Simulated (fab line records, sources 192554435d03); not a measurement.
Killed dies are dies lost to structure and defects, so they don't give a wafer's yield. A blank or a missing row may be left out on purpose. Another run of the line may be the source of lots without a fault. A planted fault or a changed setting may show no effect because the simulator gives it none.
fab line records | flow n5Finfet
[record] lots = 9 wafers = 27 lastDay = 19
route steps=1938 shown BEOL_M1@767 BEOL_M4@1111 PASSIVATION@1936
lots untouched by any fault: they come from a run of this same line in which no faults occurred
startH: start of the lot's first displayed wafer, in hours after the record's first day | waitH: time in hours since the lot's previous step | " repeats the value in the row above | L1.1+2: one row covering several wafers at once | - no value present, or no start provided | * or withheld: withheld | < > ~ a bound
route shown NAME@n: names a module that has steps shown in the file, with the first one's number in the route | usual: mean/standard deviation of fault-free wafers | same: alike in all rows | chamber/n: place in a boat | sites: per-site readings | _std_site: standard deviation of those values | _edge_site: the outer-site mean with the inner-site mean subtracted | radiusMm: how far each site lies from the wafer's centre | mask NAME#n: copy n | behind: the most recent tool/chamber to have shaped the wafer | hold: why the lot went on hold/how many hours it stayed there/how the hold came to an end | device: names the non-switching transistor (n, p or np) | end of line: tests of these same wafers at the route's end | a step with no rows: only its recipe | killed: dies that structure and defects cost at the first sort, which is not the same as the wafer's yield | map: a wafer's dies, x killed, . not, _ none there
set.NAME: the setting the step ran with; set.NAME@STEP: the setting that earlier step ran with | model.NAME: the simulator's own value behind a step, which no gauge read
the route's steps for a sample of lots (tables are steps, rows are wafers)
services: a tool's chamber out of use, with start hour (startH, from the record's first day; less than 0 if before it), hours out, and reason
[[steps]]
[step N5_BEOL_M1_DESCUM_16]
[recipe] chemistry = O2 timeS = 7 sourcePowerW = 50 biasPowerW = 20 pressureMtorr = 20 rfFrequencyHz = 2.712e+07 tempC = 40 resist = CAR-EUV o2FlowSccm = 225
[usual] drypumpMotorCurrentA = 5.8/0.56 oesProductAu = 0.77/0.065 rfVppV = 243.4/1.3 showerheadPlenumPTorr = 2.11/0.072 throttleValvePct = 20.53/0.24
// columns lot.wafer tool chamber startH waitH drypumpMotorCurrentA oesProductAu rfHoursCounterH rfVppV showerheadPlenumPTorr throttleValvePct
L737.3 rieDiel-03 1 122.45 0.1 6.1 0.74 179 243.7 2.19 20.66
L737.5 " 2 " " 4.7 0.78 - 244.8 2.19 20.86
L737.6 " 3 " " 6.4 0.88 - 242.6 2.05 20.38
L738.2 rieDiel-03 0 126.54 0.0 5.0 0.74 143 242.3 2.10 20.80
L738.3 " 3 " " 6.4 0.88 51 242.0 2.05 20.39
L738.5 " 0 " " 5.0 0.74 - 242.0 2.11 20.81
L742.1 rieDiel-01 2 154.20 0.0 5.7 0.76 156 243.4 2.16 20.48
L742.3 " 0 " " 6.1 0.68 248 242.3 2.06 20.31
L742.6 " 3 " " 6.2 0.75 - 244.3 2.18 20.25
L744.1 rieDiel-01 1 162.61 0.0 6.2 0.73 184 242.9 1.98 20.56
L744.2 " 3 " " 6.2 0.75 167 243.3 2.18 20.26
L744.5 " 2 " " 5.7 0.77 - 244.4 2.16 20.48
L745.1 rieDiel-01 2 174.04 0.0 5.7 0.76 162 244.1 2.16 20.48
L745.2 " 3 " " 6.2 0.74 171 244.8 2.18 20.26
L745.6 " 1 " " 6.3 0.71 - 240.9 1.98 20.57
L747.1 rieDiel-03 3 185.01 0.1 6.4 0.85 64 240.8 2.05 20.40
L747.5 " 3 " " 6.4 0.86 - 242.3 2.05 20.40
L747.6 " 0 " " 5.0 0.73 - 243.1 2.10 20.84
L756.1 rieDiel-04 0 235.94 0.0 5.9 0.69 228 243.3 2.15 20.31
L756.3 " 3 " " 6.0 0.73 186 243.4 2.06 20.51
L756.5 " 1 " " 6.1 0.78 - 242.9 2.00 20.75
L757.1 rieDiel-03 1 241.47 0.0 6.1 0.72 212 243.9 2.17 20.74
L757.2 " 3 " " 6.3 0.83 80 241.6 2.04 20.41
L757.5 " 3 " " 6.4 0.83 - 242.6 2.04 20.43
L759.1 rieDiel-01 3 258.43 0.0 6.2 0.73 191 245.1 2.17 20.29
L759.3 " 1 " " 6.2 0.70 212 241.6 1.97 20.59
L759.4 " 0 " " 6.2 0.90 22 244.7 2.05 19.96
[step N5_BEOL_M1_EXPOSE_25]
[recipe] maskId = V0 na = 0.33 sourceShape = quasar sigmaInner = 0.2 sigmaOuter = 0.8 polarization = unpolarized defocusNm = 5 targetCdNm = 24 doseMj = 63
[usual] stageMsdNm = 0.80/0.054
// columns lot.wafer tool chamber startH waitH mask stageMsdNm
L737.3 euvScanner-01 0 123.25 - V0#0 0.74
L737.5 " 0 " " V0#0 0.75
L737.6 " 0 " " V0#0 0.74
L738.2 euvScanner-01 0 127.15 - V0#0 0.74
L738.3 " 0 " " V0#0 0.74
L738.5 " 0 " " V0#0 0.74
L742.1 euvScanner-01 0 155.02 - V0#0 0.75
L742.3 " 0 " " V0#0 0.75
L742.6 " 0 " " V0#0 0.75
L744.1 euvScanner-01 0 163.22 - V0#0 0.75
L744.2 " 0 " " V0#0 0.75
L744.5 " 0 " " V0#0 0.75
L745.1 euvScanner-01 0 174.64 - V0#0 0.75
L745.2 " 0 " " V0#0 0.75
L745.6 " 0 " " V0#0 0.75
L747.1 euvScanner-02 0 185.74 - V0#0 0.84
L747.5 " 0 " " V0#0 0.85
L747.6 " 0 " " V0#0 0.85
L756.1 euvScanner-02 0 236.67 - V0#0 0.85
L756.3 " 0 " " V0#0 0.85
L756.5 " 0 " " V0#0 0.85
L757.1 euvScanner-02 0 242.08 - V0#0 0.85
L757.2 " 0 " " V0#0 0.85
L757.5 " 0 " " V0#0 0.85
L759.1 euvScanner-02 0 259.18 - V0#0 0.84
L759.3 " 0 " " V0#0 0.85
L759.4 " 0 " " V0#0 0.85
[step N5_BEOL_M1_CD_MEAS_28]
[recipe] landingEnergyEv = 500 detector = seInlens targetCdYNm = 23.3
[usual] cdNm = 24.00/0.25
// columns lot.wafer tool chamber startH waitH cdNm
L737.3 cdSem-02 0 123.38 - 23.98
L737.5 " 0 " " 23.46
L737.6 " 0 " " 23.77
L738.2 cdSem-03 0 127.29 - 24.06
L738.3 " 0 " " 23.77
L738.5 " 0 " " 24.02
L742.1 cdSem-02 0 155.16 - 23.78
L742.3 " 0 " " 23.92
L742.6 " 0 " " 23.79
L744.1 cdSem-03 0 163.36 - 23.77
L744.2 " 0 " " 24.20
L744.5 " 0 " " 23.87
L745.1 cdSem-02 0 174.78 - 23.71
L745.2 " 0 " " 24.02
L745.6 " 0 " " 23.78
L747.1 cdSem-01 0 185.88 - 24.02
L747.5 " 0 " " 24.11
L747.6 " 0 " " 24.01
L756.1 cdSem-03 0 236.81 - 24.36
L756.3 " 0 " " 23.95
L756.5 " 0 " " 24.09
L757.1 cdSem-03 0 242.22 - 23.89
L757.2 " 0 " " 23.91
L757.5 " 0 " " 23.57
L759.1 cdSem-01 0 259.33 - 24.05
L759.3 " 0 " " 24.31
L759.4 " 0 " " 24.43
[step N5_BEOL_M1_OVL_MEAS_29]
[recipe] pointsPerWafer = 522
[usual] V0_OVL = -0.1/0.67
// columns lot.wafer tool chamber startH waitH V0_OVL[nm]
L737.3 overlay-01 0 123.42 0.0 -0.2
L737.5 " 0 " " -0.1
L737.6 " 0 " " -0.7
L738.2 overlay-01 0 127.33 0.0 0.4
L738.3 " 0 " " 0.8
L738.5 " 0 " " 1.1
L742.1 overlay-02 0 155.20 0.0 -0.6
L742.3 " 0 " " -1.2
L742.6 " 0 " " -1.0
L744.1 overlay-02 0 163.39 0.0 13.5
L744.2 " 0 " " 13.5
L744.5 " 0 " " 13.9
L745.1 overlay-01 0 174.82 0.0 12.7
L745.2 " 0 " " 12.9
L745.6 " 0 " " 13.2
L747.1 overlay-01 0 185.91 0.0 -0.1
L747.5 " 0 " " 0.3
L747.6 " 0 " " 0.5
L756.1 overlay-01 0 236.84 0.0 -0.2
L756.3 " 0 " " 0.6
L756.5 " 0 " " 0.4
L757.1 overlay-01 0 242.26 0.0 -0.4
L757.2 " 0 " " -0.3
L757.5 " 0 " " 0.4
L759.1 overlay-01 0 259.36 0.0 -0.2
L759.3 " 0 " " -0.6
L759.4 " 0 " " -1.3
[step N5_BEOL_M1_ETCH_69]
[recipe] chemistry = CF4 target = SiARC targetDepthA = 156 maskMaterial = CAR-EUV timeS = 26 ionEnergyEv = 80 pressureMtorr = 40 sourceW = 545 biasW = 36 Ar_flow_sccm = 100 cf4FlowSccm = 100 ends = cleared
[usual] biasW = 36.01/0.1 drypumpMotorCurrentA = 5.8/0.52 etchRfOnTimeS = 26.0/0.78 oesProductAu = 0.65/0.06 rfVppV = 184.2/1 showerheadPlenumPTorr = 2.14/0.065 throttleValvePct = 15.68/0.25
// columns lot.wafer tool chamber startH waitH biasW drypumpMotorCurrentA etchRfOnTimeS oesProductAu rfHoursCounterH rfVppV showerheadPlenumPTorr throttleValvePct
L737.3 rieDiel-01 0 123.85 0.0 36.17 6.1 27.8 0.57 240 184.3 2.11 15.59
L737.5 " 3 " " 35.81 6.2 24.7 0.66 - 184.9 2.23 15.41
L737.6 " 0 " " 36.03 6.1 27.6 0.57 - 184.0 2.11 15.57
L738.2 rieDiel-03 0 127.46 0.0 35.95 5.0 25.8 0.64 143 182.8 2.14 15.85
L738.3 " 2 " " 35.93 4.7 26.7 0.65 137 185.3 2.23 15.96
L738.5 " 1 " " 36.07 6.1 26.9 0.62 - 185.0 2.21 15.76
L742.1 rieDiel-04 1 155.34 0.0 36.02 6.1 26.1 0.67 112 183.5 2.07 15.84
L742.3 " 3 " " 35.99 5.9 26.2 0.63 161 184.6 2.13 15.72
L742.6 " 3 " " 35.90 6.0 26.1 0.64 - 184.1 2.13 15.72
L744.1 rieDiel-04 0 163.54 0.0 36.04 5.9 26.4 0.59 211 185.3 2.21 15.51
L744.2 " 2 " " 36.02 5.2 26.0 0.61 247 183.8 2.12 15.86
L744.5 " 3 " " 36.02 5.9 26.2 0.64 - 182.3 2.13 15.73
L745.1 rieDiel-03 0 174.96 0.0 35.95 5.0 25.8 0.63 156 184.9 2.14 15.87
L745.2 " 1 " " 36.10 6.1 26.8 0.62 194 185.4 2.21 15.78
L745.6 " 1 " " 35.93 6.1 26.9 0.62 - 184.6 2.21 15.76
L747.1 rieDiel-01 2 186.12 0.0 36.13 5.7 26.2 0.65 166 185.1 2.22 15.79
L747.5 " 1 " " 36.15 6.2 26.4 0.60 - 183.6 2.05 15.85
L747.6 " 2 " " 36.14 5.7 26.2 0.65 - 185.8 2.22 15.76
L756.1 rieDiel-03 3 236.99 0.0 36.10 6.4 24.7 0.73 79 182.1 2.08 15.47
L756.3 " 0 " " 35.96 5.0 25.5 0.62 170 182.1 2.13 15.88
L756.5 " 3 " " 36.19 6.4 24.5 0.73 - 181.9 2.08 15.48
L757.1 rieDiel-01 0 242.40 0.0 35.86 6.1 26.5 0.76 17 183.7 2.10 15.14
L757.2 " 3 " " 36.15 6.2 24.7 0.64 187 185.1 2.22 15.48
L757.5 " 0 " " 35.79 6.1 26.3 0.76 - 184.0 2.10 15.15
L759.1 rieDiel-03 2 259.50 0.0 35.80 4.7 27.5 0.62 170 185.1 2.22 16.02
L759.3 " 1 " " 36.00 6.1 27.0 0.59 217 184.4 2.20 15.82
L759.4 " 0 " " 36.00 5.0 26.2 0.61 178 184.6 2.13 15.92
[step N5_BEOL_M4_RC_MEAS_101]
[usual] DIBL_N = 36.0/1.6 DIBL_P = 35.8/2 IOFF_N = 0.152/0.03 IOFF_P = 0.20/0.031 ION_N = 670/12 ION_P = 459/7.4 SS_N = 71.5/0.56 SS_P = 73.2/0.64 VT_N = 251/3.5 VT_P = -252/3.3
// columns lot.wafer tool chamber startH waitH DIBL_N[mV/V] DIBL_P[mV/V] IOFF_N[nA/um] IOFF_P[nA/um] ION_N[uA/um] ION_P[uA/um] SS_N[mV/dec] SS_P[mV/dec] VT_N[mV] VT_P[mV]
L737.3 prober-02 0 200.04 0.3 36.5 36.9 0.170 0.23 681 467 72.2 73.9 246 -247
L737.5 " 0 " " 36.4 36.1 0.159 0.22 664 457 72.2 73.9 251 -246
L737.6 " 0 " " 35.1 35.6 0.143 0.22 675 469 72.0 73.2 252 -246
L738.2 prober-02 0 203.82 0.2 36.7 35.8 0.154 0.20 674 462 72.0 73.0 251 -253
L738.3 " 0 " " 36.7 35.5 0.141 0.19 657 454 71.0 73.0 254 -254
L738.5 " 0 " " 33.5 31.3 0.101 0.15 650 450 71.0 72.1 255 -256
L742.1 prober-01 0 238.45 0.0 33.6 34.2 0.113 0.19 644 456 71.4 72.4 255 -247
L742.3 " 0 " " 36.9 38.5 0.172 0.26 676 473 71.7 73.6 248 -245
L742.6 " 0 " " 34.7 35.2 0.136 0.21 673 473 71.2 72.9 253 -248
L744.1 prober-01 0 241.38 0.0 33.4 30.6 0.099 0.15 645 449 70.3 71.7 256 -254
L744.2 " 0 " " 34.5 33.8 0.123 0.19 671 467 70.3 72.5 252 -251
L744.5 " 0 " " 36.9 35.4 0.152 0.20 662 460 72.2 73.3 249 -249
L745.1 prober-01 0 245.94 0.0 34.2 33.1 0.111 0.15 654 447 71.0 71.8 257 -257
L745.2 " 0 " " 35.1 34.1 0.124 0.15 647 441 71.6 72.7 255 -255
L745.6 " 0 " " 36.6 36.1 0.150 0.18 663 451 72.1 73.1 251 -256
L747.1 prober-02 0 252.74 0.0 35.8 35.9 0.134 0.17 677 452 71.8 72.7 252 -258
L747.5 " 0 " " 35.1 35.9 0.132 0.18 669 467 71.2 72.4 252 -256
L747.6 " 0 " " 36.3 36.2 0.141 0.17 662 451 71.6 73.2 253 -258
L756.1 prober-02 0 317.40 0.0 35.8 34.9 0.155 0.19 680 462 71.8 72.8 249 -252
L756.3 " 0 " " 33.6 31.3 0.109 0.14 653 449 71.5 73.0 257 -256
L756.5 " 0 " " 34.9 33.4 0.135 0.17 674 463 71.9 72.8 250 -253
L757.1 prober-02 0 328.96 0.0 35.5 33.7 0.136 0.21 674 473 70.9 72.8 254 -250
L757.2 " 0 " " 36.1 34.1 0.144 0.21 661 459 71.4 73.5 251 -246
L757.5 " 0 " " 35.4 33.8 0.135 0.20 664 459 71.3 73.4 251 -247
L759.1 prober-01 0 342.77 0.0 35.3 36.1 0.156 0.23 681 467 71.0 73.7 248 -249
L759.3 " 0 " " 35.7 36.1 0.171 0.22 677 468 71.2 74.0 249 -250
L759.4 " 0 " " 37.0 37.1 0.177 0.23 676 465 71.9 74.4 251 -250
[step N5_PASSIVATION_PROBE_49]
[usual] defectLimitedYield = 91.6/1.4 killed_at_M0_to_M3 = 33/10 killed_at_M4_up = 13/5.3 killedAtContacts = 13/5.9 killedAtFrontEnd = 36/12 killedAtOther = 4/3.1 killedDies = 99/16 killedOnRim = 13/4.2 killedOpen = 65/13 killedShort = 32/7.3 sort_bin_5_function = 4.9/0.9 sort_bin_6_memory = 3.1/0.66 sort_bin_8_speed = 0.0/0.42 sortNPass = 1081/17 sortYieldPct = 91.6/1.4
[same] grossDies = 1180 killedAtBackSide = 0 sort_bin_4_leakage[%] = 0
// columns lot.wafer tool chamber startH waitH defectLimitedYield[%] killed_at_M0_to_M3 killed_at_M4_up killedAtContacts killedAtFrontEnd killedAtOther killedDies killedOnRim killedOpen killedShort sort_bin_5_function[%] sort_bin_6_memory[%] sort_bin_8_speed[%] sortNPass sortYieldPct[%]
L742.1 prober-01 - 336.55 0.0 91.8 32 17 17 31 0 97 17 70 18 4.4 3.1 0.2 1081 91.6
L742.3 prober-01 - 336.65 0.1 90.9 50 18 5 32 2 107 15 74 32 5.3 3.6 0 1073 90.9
L742.6 prober-01 - 336.80 0.3 91.4 46 12 10 24 9 101 14 74 27 5.7 2.6 0 1079 91.4
L744.1 prober-01 - 341.40 0.0 0 1114 12 9 42 3 1180 152 64 33 50.9 2.4 0 0 0
L744.2 prober-01 - 341.45 0.1 0 1101 7 14 40 18 1180 152 69 36 52.4 3.1 0 0 0
L744.5 prober-01 - 341.60 0.2 0 1107 17 19 36 1 1180 152 74 30 50.2 3.2 0 0 0
L745.1 prober-01 - 349.35 0.0 0 1113 16 14 32 5 1180 152 74 43 50.9 3.6 0 0 0
L745.2 prober-01 - 349.40 0.1 0 1120 14 11 29 6 1180 152 55 26 52.1 3.1 0 0 0
L745.6 prober-01 - 349.60 0.3 0 1106 10 11 43 10 1180 152 75 31 51.4 3.8 0 0 0
L757.1 prober-02 - 439.25 0.0 90.4 56 7 10 39 1 113 16 73 39 5.7 3.6 0 1067 90.4
L757.2 prober-02 - 439.30 0.1 89.1 61 14 4 50 0 129 17 76 50 7.0 3.5 0 1051 89.1
L757.5 prober-02 - 439.45 0.2 91.4 31 7 13 43 7 101 13 65 34 5.8 2.5 0 1079 91.4
// killed by level:class
L742.1 BEOL_M2:geometricParticle:open=14 MOL_CONTACT_COAG:geometricParticle:open=14 FIN_SAQP:geometricParticle:open=9 BEOL_M1:geometricParticle:open=9 BEOL_M4:geometricParticle:open=8 HKMG_FIN:areaEtch=8 STARTING-WAFER:geometricParticle:open=4 BEOL_M0_SAQP:geometricParticle:short=4
L742.3 FIN_SAQP:geometricParticle:open=13 BEOL_M2:geometricParticle:open=10 FIN_SAQP:geometricParticle:short=9 BEOL_M0_SAQP:geometricParticle:open=8 BEOL_M0:geometricParticle:open=8 BEOL_M0_SAQP:geometricParticle:short=7 BEOL_M5:geometricParticle:open=7 BEOL_M4:geometricParticle:open=7
L742.6 BEOL_M2:geometricParticle:open=17 BEOL_M0_SAQP:geometricParticle:open=10 FIN_SAQP:geometricParticle:open=9 MOL_CONTACT_COAG:geometricParticle:open=8 BEOL_M4:geometricParticle:open=7 BEOL_M1:geometricParticle:open=6 FIN_SAQP:geometricParticle:short=5 BEOL_M0_SAQP:geometricParticle:short=5
L744.1 BEOL_M1:overlay=1083 BEOL_M3:geometricParticle:open=15 STI_FIN_REVEAL:geometricParticle:open=13 FIN_SAQP:geometricParticle:open=10 FIN_SAQP:geometricParticle:short=8 GATE_CUT:geometricParticle:short=5 MOL_CONTACT_COAG:geometricParticle:open=5 MOL_CONTACT_COAG:geometricParticle:short=4
L744.2 BEOL_M1:overlay=1073 FIN_SAQP:geometricParticle:open=16 MOL_CONTACT_COAG:geometricParticle:open=9 BEOL_M0_SAQP:geometricParticle:open=9 STI_FIN_REVEAL:geometricParticle:open=8 PASS1_CAP:geometricParticle:open=6 MIM_BOT:geometricParticle:short=5 PASS1_CAP:geometricParticle:short=5
L744.5 BEOL_M1:overlay=1076 MOL_CONTACT_COAG:geometricParticle:open=14 FIN_SAQP:geometricParticle:open=10 BEOL_M0_SAQP:geometricParticle:open=6 STI_FIN_REVEAL:geometricParticle:open=5 GATE_CUT:geometricParticle:open=5 MOL_CONTACT_COAG:geometricParticle:short=5 BEOL_M1:geometricParticle:open=5
L745.1 BEOL_M1:overlay=1060 BEOL_M0_SAQP:geometricParticle:open=15 BEOL_M0_SAQP:geometricParticle:short=15 BEOL_M1:geometricParticle:open=14 MOL_CONTACT_COAG:geometricParticle:open=12 FIN_SAQP:geometricParticle:open=6 BEOL_M1:geometricParticle:short=6 BEOL_M4:geometricParticle:short=6
L745.2 BEOL_M1:overlay=1093 BEOL_M0_SAQP:geometricParticle:open=7 MOL_CONTACT_COAG:geometricParticle:open=7 BEOL_M0_SAQP:geometricParticle:short=6 BEOL_M2:geometricParticle:open=6 BEOL_M4:geometricParticle:open=6 HKMG_FIN:areaEtch=6 FIN_SAQP:geometricParticle:open=4
L745.6 BEOL_M1:overlay=1068 STI_FIN_REVEAL:geometricParticle:open=10 BEOL_M0_SAQP:geometricParticle:open=10 MOL_CONTACT_COAG:geometricParticle:open=9 BEOL_M0_SAQP:geometricParticle:short=8 BEOL_M2:geometricParticle:open=6 BEOL_M3:geometricParticle:open=6 GATE_CUT:geometricParticle:short=5
L757.1 STI_FIN_REVEAL:geometricParticle:open=17 BEOL_M0_SAQP:geometricParticle:short=14 BEOL_M0_SAQP:geometricParticle:open=12 MOL_CONTACT_COAG:geometricParticle:open=10 BEOL_M3:geometricParticle:open=10 BEOL_M0:geometricParticle:open=7 FIN_SAQP:geometricParticle:short=6 BEOL_M1:geometricParticle:open=5
L757.2 FIN_SAQP:geometricParticle:short=17 BEOL_M0_SAQP:geometricParticle:short=17 BEOL_M0_SAQP:geometricParticle:open=17 STI_FIN_REVEAL:geometricParticle:open=11 BEOL_M5:geometricParticle:open=6 GATE_CUT:geometricParticle:short=5 BEOL_M1:geometricParticle:open=5 BEOL_M3:geometricParticle:short=5
L757.5 BEOL_M0_SAQP:geometricParticle:open=13 FIN_SAQP:geometricParticle:open=12 FIN_SAQP:geometricParticle:short=12 MOL_CONTACT_COAG:geometricParticle:open=12 BEOL_M0_SAQP:geometricParticle:short=10 STI_FIN_REVEAL:geometricParticle:open=4 BEOL_M2:geometricParticle:open=3 BEOL_M3:geometricParticle:open=3
[[services]]
// columns tool chamber startH hours kind
euvScanner-01 - 104.69 1.0 pm
euvScanner-02 - 105.70 1.0 pm
rieDiel-04 2 115.56 19.2 repair
rieDiel-01 3 139.01 5.3 repair
euvScanner-02 - 143.84 2.0 repair
rieDiel-04 2 153.49 7.9 repair
rieDiel-03 2 154.27 4.0 repair
euvScanner-01 - 160.84 1.0 pm
rieDiel-01 0 162.16 - clean
rieDiel-01 0 162.16 - consumableReplace:focusRing
rieDiel-01 0 162.16 22.8 scheduledDown
rieDiel-01 0 162.16 22.8 ventCycle
euvScanner-01 0 167.66 - calibration
rieDiel-01 3 175.59 15.8 repair
rieDiel-03 - 179.33 2.8 pm
euvScanner-01 - 194.21 1.2 repair
euvScanner-01 - 198.47 4.6 pm
euvScanner-02 - 200.07 0.3 repair
rieDiel-04 2 200.78 4.9 repair
rieDiel-04 0 210.17 13.3 repair
euvScanner-01 - 216.99 1.0 pm
euvScanner-02 - 218.00 1.0 pm
euvScanner-02 - 221.01 12.0 pm
euvScanner-02 - 259.34 5.8 pm
[[key]]
[firstSign] step = N5_BEOL_M1_OVL_MEAS_29 reading = V0_OVL direction = up sigmas = 20 usual = -0.1 struck = 13.3
[effect] step = N5_PASSIVATION_PROBE_49 reading = killed_at_M0_to_M3 direction = up sigmas = 99+ usual = 33 struck = 1110
[moreKillsBornAt] N5_BEOL_M1_EXPOSE_25@euvScanner-01 = 6453
metAt N5_BEOL_M1_EXPOSE_25
struckLots L744,L745
notActingAt N5_BEOL_M1_DESCUM_16,N5_BEOL_M1_CD_MEAS_28,N5_BEOL_M1_ETCH_69
onsetBetween 155.02 163.22
[fault] kind = scannerMatchingOverlay tool = euvScanner-01 chamber = - onsetH = 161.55 steps = N5_BEOL_M1_EXPOSE_25 offset = 13.692
